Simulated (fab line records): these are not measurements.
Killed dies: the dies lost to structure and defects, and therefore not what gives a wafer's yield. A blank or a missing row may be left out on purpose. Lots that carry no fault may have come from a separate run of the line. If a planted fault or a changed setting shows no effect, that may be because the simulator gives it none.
A lot that was struck, set against a sound lot | flow nand harc | 15 out of 1302 route steps
Sound: the wafers L986.1, L986.2, L986.5. Struck: wafers L996.1, L996.4, L996.6. Last of all comes the cause.
Order at every step that has rows: each side's tool, ch and its chambers, its first start. Under that, the readings that differ: sound wafers | struck wafers | difference of the means | sigmas: that difference in standard deviations of wafers without a fault.
alike: readings with means less than 2 such deviations apart, plus words and numbers identical on both sides. not compared: withheld readings, readings lacking a value on some wafer, bounds such as >300 that could conceal the same value, and numbers that have no deviation in the record and whose values overlap.
Wherever a step has rows on one side only, a row that says differs or no value, or a row with sigmas, the two part there. Non-overlapping numbers with no deviation appear without sigmas and do not part them. A reading missing from all wafers of one side parts the sides only when that side holds two or more wafers.

first, 1 step without rows for these wafers: NHARC_A_ONON_D1_DEP_12 (target thk 1000 nm).
NHARC_A_ONON_D1_THK_MEAS_14: measures by ellipsometry.
  sound on film metro-01 at day 9 03:56; struck on film metro-02 at day 13 19:01
  alike: thk nm
then, 2 steps without rows for these wafers: NHARC_A_ONON_D1_ANNEAL_15 (time 3600 s); NHARC_A_ONON_D1_DEP_16 (target thk 1000 nm).
NHARC_A_ONON_D1_THK_MEAS_18: measures by ellipsometry.
  sound on film metro-01 at day 9 13:45; struck on film metro-02 at day 14 04:05
  alike: thk nm
following that, 1 step holds no rows for these wafers, namely NHARC_A_ONON_D1_DEP_19 (target thickness 1000 nm).
NHARC_A_ONON_D1_THK_MEAS_21: measures by ellipsometry.
  sound on film metro-01 at day 9 14:19; struck on film metro-02 at day 14 04:40
  alike: thk nm
following that, 1 step holds no rows for these wafers, namely NHARC_A_ONON_D1_DEP_22 (target thickness 1000 nm).
NHARC_A_ONON_D1_THK_MEAS_24: measures by ellipsometry.
  sound on film metro-01 at day 9 14:53; struck on film metro-02 at day 14 05:15
  alike: thk nm
following that, 1 step holds no rows for these wafers, namely NHARC_A_ONON_D1_DEP_25 (target thickness 1000 nm).
NHARC_A_ONON_D1_THK_MEAS_27: measures by ellipsometry.
  sound on film metro-01 at day 9 15:28; struck on film metro-01 at day 14 05:49
  alike: thk nm
NHARC_A_ONON_D1_DEP_28: target thk 1000 nm.
  sound on pecvd onon-03 ch 0, day 9 15:31; struck on pecvd onon-02 ch 0, day 14 05:53
NHARC_A_ONON_D1_THK_MEAS_30: measures by ellipsometry.
  sound on film metro-01 at day 9 16:02; struck on film metro-02 at day 14 06:23
  reading     | sound          | struck      | difference | sigmas
  thk nm (nm) | 1004 1004 1003 | 642 641 642 | -362       | -36
NHARC_A_ONON_D1_DEP_33: deposits SiO2, target thk 200 nm.
  sound on pecvd-03 ch 1,2, day 9 16:08; struck on pecvd-02 ch 0,1,2, day 14 06:27
  alike: heater power w, throttle valve pct
-- record jumps: 16 days between struck wafers' starts before vs after; left off in module A_ONON_D1, resumes in module END, first step shown is number 1302 of the route --
NHARC_END_SORT_01:
  only the struck wafers appear in the record here, on prober-02 ch 0 at day 30 11:09; the sound ones have no rows

== WHERE THEY PART ==
First at NHARC_A_ONON_D1_THK_MEAS_30; last, within this record, at NHARC_END_SORT_01.

WHY: what the simulator had put in
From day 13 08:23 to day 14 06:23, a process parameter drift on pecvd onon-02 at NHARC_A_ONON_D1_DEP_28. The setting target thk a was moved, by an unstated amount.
